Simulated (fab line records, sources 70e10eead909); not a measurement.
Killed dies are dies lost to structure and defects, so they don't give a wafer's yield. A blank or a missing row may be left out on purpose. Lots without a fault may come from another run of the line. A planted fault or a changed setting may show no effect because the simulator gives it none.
fab line records | flow nand_harc
record lots=13 wafers=39 last_day=33
route steps=1302 shown A_M0@1153 A_M1@1169 END@1302
lots that met no fault: from a run of the same line without faults
start_h: hours from the record's first day to the start of the lot's first wafer shown | wait_h: hours since the lot's step before | " the same as in the row above | L1.1+2: a row that stands for several wafers | - no value, or no start given | * or withheld: withheld | < > ~ a bound
route shown NAME@n: a module of which the file shows steps, and the number in the route of the first | usual: mean/standard deviation of fault-free wafers | same: alike in all rows | chamber/n: place in a boat | sites: the reading at each site | _std_site: their standard deviation | _edge_site: outer sites' mean less inner sites' | radius_mm: how far each site lies from the wafer's centre | mask NAME#n: copy n | behind: the tool/chamber that last shaped the wafer | hold: why the lot was held/for how many hours/how that ended | device: the transistor (n, p or np) that didn't switch | end of line: the same wafers' tests at the end of the route | a step without rows: its recipe alone | killed: dies lost to structure and defects at the first sort, not the wafer's yield | map: a wafer's dies, x killed, . not, _ none there
set.NAME: the setting as run; set.NAME@STEP: as run at that earlier step | model.NAME: the simulator's own value behind a step, which no gauge read
steps of the route over a sample of lots; a table a step, a row a wafer
services: from which hour (start_h, from the record's first day; less than 0 if before it) a tool's chamber was out of use, for how many hours, and why
## steps
# step NHARC_A_M0_CD_MEAS_16
# usual cd_nm=80.0/0.76
# columns lot.wafer tool chamber start_h wait_h cd_nm
L821.1 cd_sem-02 - 525.29 - 80.3
L821.5 " - " " 79.2
L821.6 " - " " 79.9
L822.1 cd_sem-01 - 536.97 - 80.6
L822.3 " - " " 80.4
L822.4 " - " " 80.8
L824.1 cd_sem-03 - 542.64 - 80.1
L824.2 " - " " 79.9
L824.6 " - " " 80.3
L825.2 cd_sem-01 - 548.92 - 80.6
L825.4 " - " " 80.9
L825.5 " - " " 80.3
L823.1 cd_sem-02 - 549.38 - 81.2
L823.3 " - " " 80.6
L823.5 " - " " 80.1
L826.3 cd_sem-02 - 589.18 - 80.7
L826.5 " - " " 79.8
L826.6 " - " " 81.0
L829.1 cd_sem-03 - 598.63 - 79.6
L829.3 " - " " 80.0
L829.6 " - " " 79.9
L831.3 cd_sem-03 - 638.12 - 77.9
L831.4 " - " " 78.5
L831.6 " - " " 79.2
L833.2 cd_sem-01 - 641.06 - 79.7
L833.4 " - " " 79.8
L833.5 " - " " 79.8
L834.2 cd_sem-01 - 659.33 - 80.2
L834.5 " - " " 80.6
L834.6 " - " " 80.8
L838.2 cd_sem-02 - 667.36 - 81.4
L838.3 " - " " 81.4
L838.5 " - " " 80.7
L835.4 cd_sem-03 - 669.85 - 80.8
L835.5 " - " " 81.0
L835.6 " - " " 80.3
L844.2 cd_sem-01 - 741.34 - 79.5
L844.3 " - " " 78.8
L844.5 " - " " 78.5
# step NHARC_A_M0_DEGAS_28
# recipe temp_c=250 time_s=60
# usual heater_power_w=336/29
# columns lot.wafer tool chamber start_h wait_h heater_power_w
L821.1 pvd_sputter-02 - 525.92 - 356
L821.6 " - " " 362
L821.5 " - " " 368
L822.1 pvd_sputter-02 - 537.59 - 358
L822.3 " - " " 361
L822.4 " - " " 363
L824.1 pvd_sputter-01 - 543.28 - 334
L824.2 " - " " 297
L824.6 " - " " 333
L825.4 pvd_sputter-03 - 549.53 - 353
L825.2 " - " " 362
L825.5 " - " " 355
L823.1 pvd_sputter-03 - 550.01 - 317
L823.3 " - " " 358
L823.5 " - " " 326
L826.3 pvd_sputter-03 - 589.87 - 363
L826.6 " - " " 358
L826.5 " - " " 317
L829.1 pvd_sputter-02 - 599.26 - 314
L829.3 " - " " 366
L829.6 " - " " 343
L831.3 pvd_sputter-01 - 638.79 - 252
L831.4 " - " " 301
L831.6 " - " " 245
L833.4 pvd_sputter-03 - 641.74 - 322
L833.2 " - " " 356
L833.5 " - " " 313
L834.2 pvd_sputter-02 - 660.01 - 365
L834.5 " - " " 352
L834.6 " - " " 362
L838.3 pvd_sputter-02 - 667.98 - 364
L838.2 " - " " 365
L838.5 " - " " 369
L835.4 pvd_sputter-03 - 670.47 - 349
L835.6 " - " " 322
L835.5 " - " " 329
L844.3 pvd_sputter-01 - 741.95 - 345
L844.2 " - " " 242
L844.5 " - " " 302
# step NHARC_A_M0_DEP_32
# recipe target_thk_a=300 temp_c=370 target_thk_nm=30 pressure_torr=3 flow_sccm=200 rf_w=450 material=SiCN
# usual chamber_pressure_Torr=3.000/0.0069 heater_power_outer_w=331/73 heater_power_w=592/110
# columns lot.wafer tool chamber start_h wait_h chamber_pressure_Torr heater_power_outer_w heater_power_w
L821.1 pecvd-04 2 527.69 0.1 3.006 338 636
L821.5 " 1 " " 3.002 194 399
L821.6 " 2 " " 3.011 332 620
L822.1 pecvd-04 2 539.28 0.1 2.990 340 653
L822.3 " 0 " " 2.998 326 569
L822.4 " 2 " " 3.000 342 635
L824.1 pecvd-04 0 545.73 0.8 3.008 336 605
L824.2 " 1 " " 2.996 175 367
L824.6 " 2 " " 2.997 340 661
L825.2 pecvd-01 1 551.32 0.1 3.003 481 739
L825.4 " 0 " " 2.998 352 672
L825.5 " 1 " " 2.996 483 760
L823.3 pecvd-04 2 551.70 0.1 2.987 328 610
L823.1 " 0 " " 3.003 305 575
L823.5 " 0 " " 3.000 306 566
L826.3 pecvd-04 2 591.61 0.1 3.015 334 629
L826.6 " 0 " " 3.000 322 588
L826.5 " 1 " " 3.018 155 353
L829.3 pecvd-03 1 601.00 0.1 3.005 327 549
L829.1 " 2 " " 2.997 371 666
L829.6 " 1 " " 2.988 327 562
L831.3 pecvd-03 1 640.58 0.1 3.008 306 511
L831.6 " 2 " " 2.999 387 677
L831.4 " 0 " " 3.000 396 639
L833.2 pecvd-03 0 643.60 0.1 2.996 382 621
L833.4 " 1 " " 2.990 326 555
L833.5 " 2 " " 2.992 407 698
L834.2 pecvd-03 0 661.76 0.1 2.999 450 702
L834.6 " 0 " " 2.996 435 703
L834.5 " 1 " " 2.996 311 537
L838.2 pecvd-01 0 669.79 0.1 3.010 370 681
L838.3 " 0 " " 3.016 361 676
L838.5 " 2 " " 2.994 325 549
L835.6 pecvd-03 1 672.29 0.2 2.997 320 542
L835.4 " 2 " " 2.997 399 685
L835.5 " 0 " " 3.001 434 719
L844.2 pecvd-01 2 743.69 0.1 2.995 310 544
L844.3 " 2 " " 2.993 310 536
L844.5 " 0 " " 3.012 425 800
# step NHARC_A_M1_DEP_00
# recipe target_thk_a=1825 target_thk_nm=182.5 temp_c=withheld pressure_torr=5 flow_sccm=200 rf_w=600 material=SiOC
# usual chamber_pressure_Torr=4.999/0.01 rf_fwd_power_W=598.4/1.9
# columns lot.wafer tool chamber start_h wait_h chamber_pressure_Torr rf_fwd_power_W
L821.1 pecvd-03 2 528.07 - 5.001 600.4
L821.5 " 2 " " 4.997 597.1
L821.6 " 1 " " 5.010 600.3
L822.1 pecvd-03 2 539.75 - 4.992 597.4
L822.3 " 0 " " 5.001 598.9
L822.4 " 1 " " 4.995 596.5
L824.1 pecvd-03 2 546.10 - 5.003 598.4
L824.2 " 0 " " 4.985 599.2
L824.6 " 0 " " 4.991 600.6
L825.2 pecvd-01 1 551.82 - 5.008 602.9
L825.4 " 1 " " 4.990 601.5
L825.5 " 2 " " 5.004 599.3
L823.3 pecvd-04 2 552.10 - 4.986 595.6
L823.1 " 1 " " 4.989 598.1
L823.5 " 0 " " 5.008 595.7
L826.3 pecvd-03 1 592.20 - 4.998 593.1
L826.5 " 2 " " 5.005 596.3
L826.6 " 0 " " 4.996 599.3
L829.3 pecvd-04 0 601.47 - 5.012 597.5
L829.1 " 1 " " 5.017 601.0
L829.6 " 1 " " 5.019 598.0
L831.3 pecvd-01 0 640.95 - 4.994 599.2
L831.6 " 0 " " 4.997 598.8
L831.4 " 1 " " 4.994 599.0
L833.2 pecvd-03 1 644.08 - 5.003 599.5
L833.4 " 0 " " 5.024 599.2
L833.5 " 1 " " 4.993 599.2
L834.2 pecvd-04 1 662.22 - - -
L834.5 " 0 " " - -
L834.6 " 1 " " - -
L838.2 pecvd-04 1 670.27 0.4 - -
L838.3 " 2 " " - -
L838.5 " 2 " " - -
L835.4 pecvd-01 0 672.78 - 5.003 595.8
L835.5 " 2 " " 4.995 598.5
L835.6 " 0 " " 5.001 600.2
L844.3 pecvd-03 0 744.23 0.3 5.010 599.3
L844.2 " 2 " " 4.987 596.8
L844.5 " 1 " " 5.001 595.0
# step NHARC_END_SORT_01
# recipe temp_c=25
# usual defect_limited_yield=91.6/2.6 killed_at_array=51/17 killed_at_other=1.6/2.1 killed_at_periphery=4/3.2 killed_dies=57/18 killed_open=2.9/1.7 killed_short=2.3/1.3 sort_bin_2_pct=3.0/1.2 sort_bin_3_pct=0.7/0.43 sort_bin_4_pct=4.7/1.4 sort_n_pass=620/18 sort_rim_yield_pct=87/4.8 sort_yield_pct=91.6/2.6
# same gross_dies=677 sort_bin_5_pct[%]=0 sort_bin_6_pct[%]=0 sort_bin_7_pct[%]=0 sort_bin_8_pct[%]=0 sort_rim_n_gross=106.00
# columns lot.wafer tool chamber start_h wait_h defect_limited_yield[%] killed_at_array killed_at_other killed_at_periphery killed_dies killed_open killed_short sort_bin_2_pct[%] sort_bin_3_pct[%] sort_bin_4_pct[%] sort_n_pass sort_rim_yield_pct[%] sort_yield_pct[%]
L834.2 prober-02 0 698.39 2.8 0 665 0 12 677 3 0 92.0 0.9 7.1 0 0 0
L834.5 prober-02 0 700.84 3.8 0 667 0 10 677 1 1 91.7 0.9 7.4 0 0 0
L834.6 prober-02 0 701.65 4.1 0 667 0 10 677 1 2 91.9 1.9 6.2 0 0 0
L838.2 prober-02 0 706.74 2.8 0 677 0 0 677 3 2 94.5 1.2 4.3 0 0 0
L838.3 prober-02 0 707.54 3.1 0 674 0 3 677 4 1 94.4 0.6 5.0 0 0 0
L838.5 prober-02 0 709.14 3.7 0 676 0 1 677 3 1 96.0 0.1 3.8 0 0 0
# killed by level:class
L834.2 A_M1:area_dep=594 A_CHANNEL_HOLE_D1:chamber_film_flake=24 A_SLIT:chamber_film_flake=19 A_CONTACT:chamber_film_flake=11 P_M0:chamber_film_flake=8 A_WL_FILL:chamber_film_flake=4 A_CHANNEL_HOLE_D2:chamber_film_flake=3 A_M0:chamber_film_flake=3
L834.5 A_M1:area_dep=600 A_CHANNEL_HOLE_D1:chamber_film_flake=27 A_SLIT:chamber_film_flake=18 A_CHANNEL_HOLE_D2:chamber_film_flake=13 A_CONTACT:chamber_film_flake=6 P_M0:chamber_film_flake=5 P_STI:chamber_film_flake=2 P_GATE:chamber_film_flake=2
L834.6 A_M1:area_dep=590 A_CHANNEL_HOLE_D1:chamber_film_flake=29 A_SLIT:chamber_film_flake=21 A_CHANNEL_HOLE_D2:chamber_film_flake=12 A_CONTACT:chamber_film_flake=10 P_M0:chamber_film_flake=4 A_WL_FILL:chamber_film_flake=3 P_ZERO_WELL:chamber_film_flake=2
L838.2 A_M1:area_dep=623 A_SLIT:chamber_film_flake=25 A_CHANNEL_HOLE_D2:chamber_film_flake=17 A_CHANNEL_HOLE_D1:chamber_film_flake=4 A_CONTACT:chamber_film_flake=2 A_SOURCE_PLATE:geometric_particle:open=1 A_ONON_D1:geometric_particle:short=1 A_CHANNEL_FILL_D1:geometric_particle:open=1
L838.3 A_M1:area_dep=625 A_SLIT:chamber_film_flake=19 A_CHANNEL_HOLE_D2:chamber_film_flake=9 A_CHANNEL_HOLE_D1:chamber_film_flake=8 A_CHANNEL_FILL_D1:chamber_film_flake=3 A_CONTACT:chamber_film_flake=3 P_GATE:chamber_film_flake=2 A_STAIRCASE:chamber_film_flake=2
L838.5 A_M1:area_dep=637 A_SLIT:chamber_film_flake=24 A_CHANNEL_HOLE_D2:chamber_film_flake=5 A_CHANNEL_FILL_D1:chamber_film_flake=5 P_M0:geometric_particle:open=1 A_ONON_D1:geometric_particle:short=1 A_CHANNEL_FILL_D1:geometric_particle:open=1 A_BLC:geometric_particle:open=1
## services
# columns tool chamber start_h hours kind
pecvd-03 2 505.17 1.9 repair
pecvd-01 - 511.79 2.8 repair
pvd_sputter-01 - 523.24 3.0 repair
pvd_sputter-03 - 533.59 10.0 pm
pecvd-03 - 547.00 13.0 pm
pecvd-03 0 547.00 13.0 vent_cycle
pecvd-03 1 547.00 13.0 vent_cycle
pecvd-03 2 547.00 13.0 vent_cycle
pvd_sputter-02 - 556.01 3.3 repair
pecvd-03 0 560.00 - clean
pecvd-03 1 560.00 - clean
pecvd-03 2 560.00 - clean
pecvd-01 - 562.76 1.0 repair
pvd_sputter-01 - 583.27 10.0 pm
pecvd-01 - 591.97 1.1 repair
pecvd-04 - 631.45 13.0 pm
pvd_sputter-02 - 638.00 10.0 pm
pecvd-01 1 655.89 113.5 repair
pecvd-01 - 673.26 13.0 pm
pecvd-03 1 708.17 8.9 repair
pvd_sputter-03 - 711.59 10.0 pm
pecvd-04 - 711.98 4.5 repair
pecvd-03 - 724.76 0.4 repair
pecvd-03 - 728.00 13.0 pm
## key
first_sign step=NHARC_A_M1_DEP_00 reading=tool_record direction=missing
effect step=NHARC_END_SORT_01 reading=sort_bin_2_pct direction=up sigmas=74 usual=3.0 struck=93.4
more_kills_born_at NHARC_A_M1_DEP_00@pecvd-04=3669
met_at NHARC_A_M1_DEP_00
struck_lots L834,L838
later_rows_left_out L834.2,L834.5,L834.6,L838.2,L838.3,L838.5
not_acting_at NHARC_A_M0_CD_MEAS_16,NHARC_A_M0_DEGAS_28,NHARC_A_M0_DEP_32
onset_between 601.47 662.22
fault kind=skipped_step_whole tool=pecvd-04 chamber=- onset_h=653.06 steps=NHARC_A_M1_DEP_00 scope=struck_lots_only
# later_rows_left_out: the simulator's readings of these wafers behind a module that went badly wrong aren't trusted and aren't shown, but for the sort
